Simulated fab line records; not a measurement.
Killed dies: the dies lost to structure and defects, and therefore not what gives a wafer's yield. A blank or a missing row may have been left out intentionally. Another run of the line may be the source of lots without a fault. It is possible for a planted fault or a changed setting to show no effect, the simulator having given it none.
A struck lot beside a sound one ; flow n5Finfet ; 15 steps out of a route of 1938
Sound: the wafers L830.1, L830.4, L830.5. Struck: wafer L816.1 (left out: L816.2, a lot-mate that was not struck); the cause follows at the end.
Each step with rows lists, per side, the tool, then ch with its chambers, then its first start. Under that, the readings that differ: sound wafers ; struck wafers ; difference of the means ; sigmas: that difference in standard deviations of wafers without a fault.
alike: a reading whose means differ by less than 2 such deviations, as well as words and numbers matching on both sides. not compared: withheld readings; readings where some wafer has no value; bounds like >300 that might hide an equal value; numbers whose values overlap and for which the record gives no deviation.
The two part at a step that has a row with sigmas, a row that says differs or no value, or rows on one side only. Numbers that have no deviation but don't overlap get no sigmas and don't part them. A reading that every wafer of one side lacks parts them only if that side has two wafers or more.

first, 4 steps without rows for these wafers: N5_BEOL_M3_SOFTBAKE_23 (time 60 s); N5_BEOL_M3_EXPOSE_25 (exposes mask V2, defocus 5 nm); N5_BEOL_M3_PEB_26 (peb time 60 s); N5_BEOL_M3_DEVELOP_27 (develop time 30 s).
N5_BEOL_M3_CD_MEAS_28: target cd 25.7 nm, target cd y 23.3 nm.
  sound on cdSem-02 ch 0, day 11 12:56; struck on cdSem-02 ch 0, day 8 04:17
  alike: cdNm
N5_BEOL_M3_OVL_MEAS_29:
  sound on overlay-02 ch 0, day 11 12:58; struck on overlay-01 ch 0, day 8 04:19
  alike: V2_OVL
N5_BEOL_M3_INSPECT_30: inspects for defects (brightfield).
  sound on defectInspect-02, day 11 13:02; struck on defectInspect-01, day 8 04:22
  alike: rawDefectCount
N5_BEOL_M3_DESCUM_33: chemistry O2, time 7 s.
  sound on rieDiel-02 ch 0,1,3, day 11 13:04; struck on rieDiel-06 ch 2, day 8 04:24
  alike: biasPowerW, drypumpMotorCurrentA, oesProductAu, rfVppV, showerheadPlenumPTorr, throttleValvePct
  not compared: rfHoursCounterH
N5_BEOL_M3_ETCH_77: etches underlayer in N2/H2, target depth 6.5 nm, time 5.2 s.
  sound on rieDiel-02 ch 0,1,3, day 11 13:06; struck on rieDiel-06 ch 2, day 8 04:26
  alike: drypumpMotorCurrentA, etchRfOnTimeS, oesProductAu, rfVppV, showerheadPlenumPTorr, throttleValvePct
  not compared: rfHoursCounterH
N5_BEOL_M3_ETCH_69: etches SiARC in CF4, target depth 15.6 nm, time 26 s.
  sound on rieDiel-02 ch 0,1,3, day 11 13:07; struck on rieDiel-06 ch 2, day 8 04:27
  alike: drypumpMotorCurrentA, etchRfOnTimeS, oesProductAu, rfVppV, showerheadPlenumPTorr, throttleValvePct
  not compared: rfHoursCounterH
N5_BEOL_M3_ALD_98: deposits SiO2, target thk 2.5 nm, pulse time 1 s, co reactant pulse time 1 s.
  sound on aldSin-04 ch 2,3, day 11 13:12; struck on aldSin-02 ch 3, day 8 05:32
  alike: heaterPowerW, precursorPulseHeightRel
N5_BEOL_M3_ETCHBACK_99: etches SiO2 in CHF3, target depth 5 nm, time 10.4 s.
  sound on rieDiel-04 ch 1,2,3, day 11 14:40; struck on rieDiel-02 ch 0, day 8 11:06
  alike: drypumpMotorCurrentA, oesProductAu, rfVppV, showerheadPlenumPTorr, throttleValvePct
  not compared: rfHoursCounterH
N5_BEOL_M3_ETCH_70: etches SOC in N2/H2, target depth 80 nm, overetch 16 nm, time 120 s.
  sound on rieDiel-04 ch 1,2,3, day 11 14:41; struck on rieDiel-02 ch 0, day 8 11:08
reading;sound;struck;difference;sigmas
runLengthS (s);143.5 142.6 143.3;135.6;-7.5;-20
model.SiARC_of_BEOL_M3_COAT_68.thkNm (nm);6.2 6.2 6.4;6.8;+0.5;
  alike: drypumpMotorCurrentA, oesProductAu, rfVppV, showerheadPlenumPTorr, throttleValvePct
  not compared: rfHoursCounterH
then, 1 step without rows for these wafers: N5_BEOL_M3_STRIP_71 (strips in N2/H2).
N5_BEOL_M4_RC_MEAS_101:
  sound on prober-01 ch 0, day 12 10:19; struck on prober-02 ch 0, day 8 23:11
reading;sound;struck;difference;sigmas
IOFF_P (nA/um);0.192 0.237 0.195;0.269;+0.061;+2
ION_P (uA/um);453 459 458;480;+23;+4
VT_N (mV);252.0 249.3 251.6;245.5;-5.5;-2
VT_P (mV);-251 -250 -250;-243;+7;+2
  alike: DIBL_N, DIBL_P, IOFF_N, ION_N, SS_N, SS_P

== WHERE THEY PART ==
At N5_BEOL_M3_ETCH_70 first; at N5_BEOL_M4_RC_MEAS_101 last (within this record only).

WHY: what the simulator had put in
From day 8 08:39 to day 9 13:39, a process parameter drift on rieDiel-02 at N5_BEOL_M3_ETCH_70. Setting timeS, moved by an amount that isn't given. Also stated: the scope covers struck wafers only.
